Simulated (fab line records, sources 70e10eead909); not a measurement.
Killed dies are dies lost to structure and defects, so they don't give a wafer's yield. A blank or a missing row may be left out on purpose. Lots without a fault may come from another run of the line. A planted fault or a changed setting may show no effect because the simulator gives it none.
Which tool did it? | flow nand_harc | 24 lots, 72 wafers sampled, at 6 steps of a route of 1302

WHAT THE GAUGES READ, wafer by wafer
The record holds no reading of a measuring or inspecting step that can be judged against a usual standard deviation.

WHICH TOOL RAN EACH LOT (tool, then ch and the chambers of the sampled wafers, then the start)
lot  | NHARC_A_WL_FILL_ETCHBACK_05       | NHARC_A_WL_FILL_ETCHBACK_26      | NHARC_A_CONTACT_ETCH_48            | NHARC_A_CONTACT_ETCH_115             | NHARC_A_CONTACT_ETCH_117             | NHARC_A_CONTACT_ETCH_120
L074 | rie_metal-03 ch 0,1, day 20 20:01 | rie_si-05 ch 2,3, day 21 13:09   | rie_diel-11 ch 1,3, day 21 20:27   | har_cap_etch-03 ch 0,1, day 21 23:16 | har_cap_etch-03 ch 0,1, day 21 23:37 | har_cap_etch-03 ch 0,1, day 22 00:08
L075 | rie_metal-02 ch 0,1, day 21 01:43 | rie_si-03 ch 1,2, day 21 16:52   | rie_diel-11 ch 1,3, day 22 00:19   | har_cap_etch-02 ch 0,1, day 22 03:23 | har_cap_etch-02 ch 0,1, day 22 03:50 | har_cap_etch-02 ch 0,1, day 22 04:32
L076 | rie_metal-01 ch 0,1, day 21 15:01 | rie_si-05 ch 0,1,2, day 22 06:17 | rie_diel-11 ch 1,2,3, day 22 14:54 | har_cap_etch-03 ch 0,1, day 22 17:21 | har_cap_etch-03 ch 0,1, day 22 17:41 | har_cap_etch-03 ch 0,1, day 22 18:13
L078 | rie_metal-03 ch 0,1, day 21 15:12 | rie_si-01 ch 1,2,3, day 22 06:17 | rie_diel-10 ch 0,3, day 22 13:51   | har_cap_etch-02 ch 0,1, day 22 16:17 | har_cap_etch-02 ch 0,1, day 22 16:38 | har_cap_etch-02 ch 0,1, day 22 17:09
L077 | rie_metal-02 ch 0,1, day 22 00:07 | rie_si-01 ch 0,1,3, day 22 15:32 | rie_diel-11 ch 0,2,3, day 22 23:38 | har_cap_etch-01 ch 0,1, day 23 02:32 | har_cap_etch-01 ch 0,1, day 23 03:00 | har_cap_etch-01 ch 0,1, day 23 03:41
L079 | rie_metal-01 ch 0,1, day 22 23:49 | rie_si-03 ch 1,2,3, day 23 18:27 | rie_diel-11 ch 0,3, day 24 01:25   | har_cap_etch-01 ch 0,1, day 24 03:53 | har_cap_etch-01 ch 0,1, day 24 04:14 | har_cap_etch-01 ch 0,1, day 24 04:44
L080 | rie_metal-01 ch 0,1, day 23 09:53 | rie_si-03 ch 0,1,3, day 24 04:04 | rie_diel-11 ch 0,2,3, day 24 11:05 | har_cap_etch-02 ch 0,1, day 24 13:32 | har_cap_etch-02 ch 0,1, day 24 13:53 | har_cap_etch-02 ch 0,1, day 24 14:23
L081 | rie_metal-02 ch 0,1, day 23 11:42 | rie_si-05 ch 0,3, day 24 04:04   | rie_diel-10 ch 0,1, day 24 12:01   | har_cap_etch-03 ch 0,1, day 24 14:30 | har_cap_etch-03 ch 0,1, day 24 14:50 | har_cap_etch-03 ch 0,1, day 24 15:21
L082 | rie_metal-01 ch 0,1, day 24 05:58 | rie_si-03 ch 0,2, day 24 20:59   | rie_diel-03 ch 0,3, day 25 07:07   | har_cap_etch-02 ch 0, day 25 09:44   | har_cap_etch-02 ch 0, day 25 10:05   | har_cap_etch-02 ch 0, day 25 10:35
L083 | rie_metal-03 ch 0,1, day 24 10:08 | rie_si-05 ch 0,1, day 25 05:58   | rie_diel-03 ch 0,2,3, day 25 12:59 | har_cap_etch-01 ch 0,1, day 25 15:26 | har_cap_etch-01 ch 0,1, day 25 15:46 | har_cap_etch-01 ch 0,1, day 25 16:17
L084 | rie_metal-02 ch 0,1, day 25 00:36 | rie_si-01 ch 0,2, day 26 01:55   | rie_diel-11 ch 0,2,3, day 26 08:57 | har_cap_etch-03 ch 0,1, day 26 11:26 | har_cap_etch-03 ch 0,1, day 26 11:46 | har_cap_etch-03 ch 0,1, day 26 12:17
L087 | rie_metal-01 ch 0,1, day 25 14:26 | rie_si-03 ch 1,2, day 26 05:52   | rie_diel-10 ch 0,2,3, day 26 13:11 | har_cap_etch-01 ch 0,1, day 26 15:37 | har_cap_etch-01 ch 0,1, day 26 15:57 | har_cap_etch-01 ch 0,1, day 26 16:28
L085 | rie_metal-02 ch 0,1, day 25 14:31 | rie_si-01 ch 1,2,3, day 26 05:54 | rie_diel-03 ch 0,3, day 26 15:37   | har_cap_etch-02 ch 0,1, day 26 18:10 | har_cap_etch-02 ch 0,1, day 26 18:30 | har_cap_etch-02 ch 0,1, day 26 19:01
L086 | rie_metal-01 ch 0,1, day 25 19:37 | rie_si-05 ch 1,2, day 26 11:22   | rie_diel-03 ch 2,3, day 26 20:07   | har_cap_etch-01 ch 0,1, day 26 22:52 | har_cap_etch-01 ch 0,1, day 26 23:19 | har_cap_etch-01 ch 0,1, day 27 00:00
L089 | rie_metal-01 ch 0,1, day 26 11:38 | rie_si-03 ch 1,3, day 27 05:41   | rie_diel-11 ch 0,2, day 27 13:13   | har_cap_etch-03 ch 0,1, day 27 16:45 | har_cap_etch-03 ch 0,1, day 27 17:05 | har_cap_etch-03 ch 0,1, day 27 17:37
L088 | rie_metal-03 ch 0,1, day 26 11:38 | rie_si-05 ch 1,2,3, day 27 05:43 | rie_diel-10 ch 2,3, day 27 12:41   | har_cap_etch-01 ch 0,1, day 27 15:17 | har_cap_etch-01 ch 0,1, day 27 15:38 | har_cap_etch-01 ch 0,1, day 27 16:08
L092 | rie_metal-03 ch 0,1, day 27 13:41 | rie_si-03 ch 1,2,3, day 28 04:41 | rie_diel-11 ch 0,3, day 28 15:17   | har_cap_etch-01 ch 0,1, day 28 17:44 | har_cap_etch-01 ch 0,1, day 28 18:05 | har_cap_etch-01 ch 0,1, day 28 18:36
L090 | rie_metal-01 ch 0,1, day 27 13:59 | rie_si-05 ch 0,2,3, day 28 04:42 | rie_diel-11 ch 0,2,3, day 28 12:20 | har_cap_etch-03 ch 0,1, day 28 14:46 | har_cap_etch-03 ch 0,1, day 28 15:07 | har_cap_etch-03 ch 0,1, day 28 15:38
L091 | rie_metal-03 ch 0,1, day 28 09:26 | rie_si-03 ch 0,2,3, day 29 01:02 | rie_diel-11 ch 1,2,3, day 29 12:10 | har_cap_etch-02 ch 0,1, day 29 14:46 | har_cap_etch-02 ch 0,1, day 29 15:07 | har_cap_etch-02 ch 0,1, day 29 15:37
L093 | rie_metal-02 ch 0,1, day 28 21:07 | rie_si-01 ch 0,1,2, day 29 12:05 | rie_diel-11 ch 0,1, day 29 19:06   | har_cap_etch-01 ch 0,1, day 29 21:42 | har_cap_etch-01 ch 0,1, day 29 22:09 | har_cap_etch-01 ch 0,1, day 29 22:50
L095 | rie_metal-02 ch 0,1, day 29 01:59 | rie_si-05 ch 1,2, day 29 20:06   | rie_diel-03 ch 1,2,3, day 30 03:11 | har_cap_etch-02 ch 0,1, day 30 05:41 | har_cap_etch-02 ch 0,1, day 30 06:01 | har_cap_etch-02 ch 0,1, day 30 06:32
L094 | rie_metal-03 ch 0, day 29 05:03   | rie_si-01 ch 1,3, day 29 20:06   | rie_diel-11 ch 0,2, day 30 04:28   | har_cap_etch-01 ch 1, day 30 06:54   | har_cap_etch-01 ch 1, day 30 07:14   | har_cap_etch-01 ch 1, day 30 07:45
L096 | rie_metal-03 ch 0,1, day 29 18:32 | rie_si-05 ch 0,2, day 30 10:07   | rie_diel-10 ch 1,2,3, day 30 18:42 | har_cap_etch-01 ch 0,1, day 30 21:10 | har_cap_etch-01 ch 0,1, day 30 21:31 | har_cap_etch-01 ch 0,1, day 30 22:01
L097 | rie_metal-01 ch 0,1, day 29 20:12 | rie_si-01 ch 1,3, day 30 10:06   | rie_diel-03 ch 0,3, day 30 19:21   | har_cap_etch-03 ch 0,1, day 30 21:50 | har_cap_etch-03 ch 0,1, day 30 22:11 | har_cap_etch-03 ch 0,1, day 30 22:41
- NHARC_A_WL_FILL_ETCHBACK_05: etches the open film in Cl2/BCl3, target depth 22 nm, time 60 s.
- NHARC_A_WL_FILL_ETCHBACK_26: etches the open film in HBr, target depth 52 nm, time 13.3 s.
- NHARC_A_CONTACT_ETCH_48: etches the open film in CF4, target depth 39 nm, time 65 s.
- NHARC_A_CONTACT_ETCH_115: etches the open film in C4F8/O2/Ar, time 190 s, target depth 1850 nm.
- NHARC_A_CONTACT_ETCH_117: etches the open film in C4F8/O2/Ar, time 190 s, target depth 1850 nm.
- NHARC_A_CONTACT_ETCH_120: etches the open film in C4F8/O2/Ar, time 190 s, target depth 1850 nm.

WHAT THE TOOLS THEMSELVES READ (means of the sampled wafers that have a number; where no wafer has one, the mark that the record gives instead)
NHARC_A_WL_FILL_ETCHBACK_05. Usual: chamber_pressure_mTorr 10.000 mTorr, standard deviation 0.0098; drypump_motor_current_A 5.7 A, standard deviation 0.56; oes_product_au 0.996 a.u., standard deviation 0.0095.
lot  | tool         | chamber_pressure_mTorr (mTorr) | drypump_motor_current_A (A) | oes_product_au (a.u.) | flag
L074 | rie_metal-03 | 10.006                         | 6.4                         | 0.985                 |
L075 | rie_metal-02 | 10.002                         | 5.5                         | 1.002                 |
L076 | rie_metal-01 | 10.000                         | 5.2                         | 0.998                 |
L078 | rie_metal-03 | 9.991                          | 6.4                         | 0.987                 |
L077 | rie_metal-02 | 10.006                         | 5.3                         | 1.000                 |
L079 | rie_metal-01 | 9.992                          | 5.2                         | 0.997                 |
L080 | rie_metal-01 | 10.002                         | 5.2                         | 0.994                 |
L081 | rie_metal-02 | 9.992                          | 5.3                         | 1.005                 |
L082 | rie_metal-01 | 10.005                         | 5.2                         | 0.995                 |
L083 | rie_metal-03 | 10.000                         | 6.4                         | 0.996                 |
L084 | rie_metal-02 | 9.990                          | 5.5                         | 0.994                 |
L087 | rie_metal-01 | 9.999                          | 5.1                         | 0.994                 |
L085 | rie_metal-02 | 10.001                         | 5.4                         | 0.999                 |
L086 | rie_metal-01 | 9.999                          | 5.1                         | 0.997                 |
L089 | rie_metal-01 | 10.008                         | 5.1                         | 1.001                 |
L088 | rie_metal-03 | 10.005                         | 6.5                         | 0.992                 |
L092 | rie_metal-03 | 10.001                         | 6.4                         | 0.988                 |
L090 | rie_metal-01 | 9.998                          | 5.2                         | 1.006                 |
L091 | rie_metal-03 | 9.997                          | 6.4                         | 0.993                 |
L093 | rie_metal-02 | 9.990                          | 5.5                         | 0.986                 |
L095 | rie_metal-02 | 10.007                         | 5.4                         | 0.997                 |
L094 | rie_metal-03 | 10.002                         | 6.4                         | 0.998                 |
L096 | rie_metal-03 | 10.001                         | 6.4                         | 0.995                 |
L097 | rie_metal-01 | 10.007                         | 5.1                         | 0.994                 |

NHARC_A_WL_FILL_ETCHBACK_26. Usual: chamber_pressure_mTorr 15.001 mTorr, standard deviation 0.012; drypump_motor_current_A 5.7 A, standard deviation 0.52; oes_product_au 0.998 a.u., standard deviation 0.0092; throttle_valve_pct 23.267 %, standard deviation 0.0085.
lot  | tool      | chamber_pressure_mTorr (mTorr) | drypump_motor_current_A (A) | oes_product_au (a.u.) | throttle_valve_pct (%) | flag
L074 | rie_si-05 | 15.010                         | 5.5                         | 0.993                 | 23.273                 |
L075 | rie_si-03 | 15.001                         | 5.9                         | 1.001                 | 23.267                 |
L076 | rie_si-05 | 15.001                         | 5.7                         | 1.000                 | 23.269                 |
L078 | rie_si-01 | 15.000                         | 5.8                         | 1.005                 | 23.265                 |
L077 | rie_si-01 | 14.993                         | 5.6                         | 0.995                 | 23.264                 |
L079 | rie_si-03 | 15.002                         | 5.8                         | 1.009                 | 23.276                 |
L080 | rie_si-03 | 15.011                         | 5.5                         | 0.991                 | 23.265                 |
L081 | rie_si-05 | 14.990                         | 5.1                         | 0.992                 | 23.268                 |
L082 | rie_si-03 | 15.000                         | 5.6                         | 1.002                 | 23.264                 |
L083 | rie_si-05 | 15.009                         | 5.5                         | 1.004                 | 23.263                 |
L084 | rie_si-01 | 14.986                         | 6.3                         | 0.985                 | 23.267                 |
L087 | rie_si-03 | 15.009                         | 6.0                         | 1.002                 | 23.272                 |
L085 | rie_si-01 | 14.991                         | 5.8                         | 0.987                 | 23.264                 |
L086 | rie_si-05 | 14.992                         | 6.2                         | 1.008                 | 23.263                 |
L089 | rie_si-03 | 14.999                         | 5.9                         | 1.014                 | 23.278                 |
L088 | rie_si-05 | 14.992                         | 5.8                         | 0.999                 | 23.268                 |
L092 | rie_si-03 | 14.999                         | 5.8                         | 1.007                 | 23.262                 |
L090 | rie_si-05 | 14.991                         | 5.5                         | 1.005                 | 23.266                 |
L091 | rie_si-03 | 15.000                         | 5.5                         | 1.008                 | 23.263                 |
L093 | rie_si-01 | 15.000                         | 5.8                         | 1.001                 | 23.267                 |
L095 | rie_si-05 | 14.996                         | 6.0                         | 0.995                 | 23.267                 |
L094 | rie_si-01 | 14.998                         | 5.6                         | 0.989                 | 23.258                 |
L096 | rie_si-05 | 14.994                         | 5.9                         | 0.995                 | 23.273                 |
L097 | rie_si-01 | 14.994                         | 5.3                         | 0.997                 | 23.265                 |

NHARC_A_CONTACT_ETCH_48. Usual: chamber_pressure_mTorr 50.00 mTorr, standard deviation 0.045; drypump_motor_current_A 5.7 A, standard deviation 0.56; oes_product_au 1.002 a.u., standard deviation 0.0093; rf_vpp_V 151.1 V, standard deviation 1.2; showerhead_plenum_p_Torr 1.75 Torr, standard deviation 0.067; throttle_valve_pct 13.283 %, standard deviation 0.0088.
lot  | tool        | chamber_pressure_mTorr (mTorr) | drypump_motor_current_A (A) | oes_product_au (a.u.) | rf_vpp_V (V) | showerhead_plenum_p_Torr (Torr) | throttle_valve_pct (%) | flag
L074 | rie_diel-11 | 50.01                          | 5.3                         | 1.001                 | 151.4        | 1.81                            | 13.283                 |
L075 | rie_diel-11 | 49.99                          | 5.2                         | 0.999                 | 151.1        | 1.81                            | 13.281                 |
L076 | rie_diel-11 | 50.01                          | 5.7                         | 0.995                 | 149.7        | 1.75                            | 13.280                 |
L078 | rie_diel-10 | 50.01                          | 4.9                         | 0.987                 | 151.6        | 1.76                            | 13.283                 |
L077 | rie_diel-11 | 49.96                          | 6.0                         | 0.993                 | 151.3        | 1.74                            | 13.287                 |
L079 | rie_diel-11 | 50.01                          | 5.5                         | 1.001                 | 151.5        | 1.80                            | 13.288                 |
L080 | rie_diel-11 | 49.99                          | 5.9                         | 1.006                 | 151.4        | 1.74                            | 13.283                 |
L081 | rie_diel-10 | 50.02                          | 5.7                         | 0.997                 | 151.8        | 1.76                            | 13.283                 |
L082 | rie_diel-03 | 50.00                          | 5.9                         | 1.017                 | 151.0        | 1.71                            | 13.282                 |
L083 | rie_diel-03 | 50.00                          | 5.8                         | 1.006                 | 150.7        | 1.77                            | 13.286                 |
L084 | rie_diel-11 | 50.01                          | 5.9                         | 0.998                 | 150.3        | 1.74                            | 13.281                 |
L087 | rie_diel-10 | 50.01                          | 5.4                         | 1.000                 | 152.3        | 1.79                            | 13.288                 |
L085 | rie_diel-03 | 50.07                          | 5.9                         | 1.011                 | 151.2        | 1.77                            | 13.277                 |
L086 | rie_diel-03 | 50.02                          | 5.7                         | 0.998                 | 150.9        | 1.82                            | 13.273                 |
L089 | rie_diel-11 | 49.99                          | 6.4                         | 1.010                 | 149.7        | 1.68                            | 13.280                 |
L088 | rie_diel-10 | 49.96                          | 5.6                         | 0.995                 | 152.6        | 1.81                            | 13.284                 |
L092 | rie_diel-11 | 49.97                          | 5.7                         | 1.004                 | 151.5        | 1.76                            | 13.283                 |
L090 | rie_diel-11 | 50.03                          | 5.9                         | 1.012                 | 151.1        | 1.74                            | 13.288                 |
L091 | rie_diel-11 | 50.00                          | 5.7                         | 1.007                 | 150.7        | 1.74                            | 13.287                 |
L093 | rie_diel-11 | 50.01                          | 5.5                         | 1.002                 | 151.2        | 1.74                            | 13.286                 |
L095 | rie_diel-03 | 50.00                          | 5.6                         | 0.993                 | 151.2        | 1.77                            | 13.278                 |
L094 | rie_diel-11 | 49.98                          | 6.2                         | 1.011                 | 151.4        | 1.70                            | 13.282                 |
L096 | rie_diel-10 | 50.04                          | 5.7                         | 0.994                 | 151.0        | 1.77                            | 13.288                 |
L097 | rie_diel-03 | 49.99                          | 5.9                         | 1.000                 | 150.6        | 1.76                            | 13.282                 |

NHARC_A_CONTACT_ETCH_115. Usual: chamber_pressure_mTorr 19.998 mTorr, standard deviation 0.018.
lot  | tool            | chamber_pressure_mTorr (mTorr) | flag
L074 | har_cap_etch-03 | 20.004                         |
L075 | har_cap_etch-02 | 20.004                         |
L076 | har_cap_etch-03 | 19.994                         |
L078 | har_cap_etch-02 | 20.001                         |
L077 | har_cap_etch-01 | 19.981                         |
L079 | har_cap_etch-01 | 20.002                         |
L080 | har_cap_etch-02 | 19.988                         |
L081 | har_cap_etch-03 | 19.986                         |
L082 | har_cap_etch-02 | 20.007                         |
L083 | har_cap_etch-01 | 19.991                         |
L084 | har_cap_etch-03 | 19.985                         |
L087 | har_cap_etch-01 | 20.011                         |
L085 | har_cap_etch-02 | 19.991                         |
L086 | har_cap_etch-01 | 19.976                         |
L089 | har_cap_etch-03 | 20.009                         |
L088 | har_cap_etch-01 | 19.998                         |
L092 | har_cap_etch-01 | 19.998                         |
L090 | har_cap_etch-03 | 19.987                         |
L091 | har_cap_etch-02 | 19.998                         |
L093 | har_cap_etch-01 | 19.983                         |
L095 | har_cap_etch-02 | 20.002                         |
L094 | har_cap_etch-01 | 19.989                         |
L096 | har_cap_etch-01 | 20.020                         |
L097 | har_cap_etch-03 | 20.013                         |

NHARC_A_CONTACT_ETCH_117. Usual: chamber_pressure_mTorr 20.000 mTorr, standard deviation 0.019.
lot  | tool            | chamber_pressure_mTorr (mTorr) | flag
L074 | har_cap_etch-03 | 20.011                         |
L075 | har_cap_etch-02 | 20.021                         |
L076 | har_cap_etch-03 | 19.996                         |
L078 | har_cap_etch-02 | 19.992                         |
L077 | har_cap_etch-01 | 20.003                         |
L079 | har_cap_etch-01 | 19.989                         |
L080 | har_cap_etch-02 | 20.005                         |
L081 | har_cap_etch-03 | 19.997                         |
L082 | har_cap_etch-02 | 19.985                         |
L083 | har_cap_etch-01 | 19.999                         |
L084 | har_cap_etch-03 | 20.006                         |
L087 | har_cap_etch-01 | 20.025                         |
L085 | har_cap_etch-02 | 19.995                         |
L086 | har_cap_etch-01 | 20.013                         |
L089 | har_cap_etch-03 | 20.000                         |
L088 | har_cap_etch-01 | 20.004                         |
L092 | har_cap_etch-01 | 19.980                         |
L090 | har_cap_etch-03 | 20.008                         |
L091 | har_cap_etch-02 | 20.005                         |
L093 | har_cap_etch-01 | 19.992                         |
L095 | har_cap_etch-02 | 19.984                         |
L094 | har_cap_etch-01 | 20.004                         |
L096 | har_cap_etch-01 | 19.982                         |
L097 | har_cap_etch-03 | 19.986                         |

NHARC_A_CONTACT_ETCH_120. Usual: chamber_pressure_mTorr 20.000 mTorr, standard deviation 0.018.
lot  | tool            | chamber_pressure_mTorr (mTorr) | flag
L074 | har_cap_etch-03 | 20.002                         |
L075 | har_cap_etch-02 | 20.002                         |
L076 | har_cap_etch-03 | 20.005                         |
L078 | har_cap_etch-02 | 19.996                         |
L077 | har_cap_etch-01 | 19.980                         |
L079 | har_cap_etch-01 | 20.003                         |
L080 | har_cap_etch-02 | 19.991                         |
L081 | har_cap_etch-03 | 20.005                         |
L082 | har_cap_etch-02 | 20.009                         |
L083 | har_cap_etch-01 | 20.005                         |
L084 | har_cap_etch-03 | 19.998                         |
L087 | har_cap_etch-01 | 20.013                         |
L085 | har_cap_etch-02 | 20.019                         |
L086 | har_cap_etch-01 | 20.004                         |
L089 | har_cap_etch-03 | 20.001                         |
L088 | har_cap_etch-01 | 20.017                         |
L092 | har_cap_etch-01 | 20.000                         |
L090 | har_cap_etch-03 | 20.018                         |
L091 | har_cap_etch-02 | 19.993                         |
L093 | har_cap_etch-01 | 20.004                         |
L095 | har_cap_etch-02 | 19.996                         |
L094 | har_cap_etch-01 | 19.985                         |
L096 | har_cap_etch-01 | 20.015                         |
L097 | har_cap_etch-03 | 20.003                         |

THE ANSWER, worked out from the rows above alone
Rule: a lot is off if the mean of its wafers that have a number lies more than 3 standard deviations from the usual mean. A lot without any number at a reading at which 4 lots or more have one is off too. The other lots that the step has rows for count as sound. The gauges are gone through in route order, then the tools' own readings, and for those a lot's mean is taken as printed above. The first step at which some lot is off is used, and at that step the reading that is off furthest; a lot without a number counts as furthest.
No lot is off at any reading shown: from this, nothing can be told.

WHAT THE SIMULATOR HAD PUT IN
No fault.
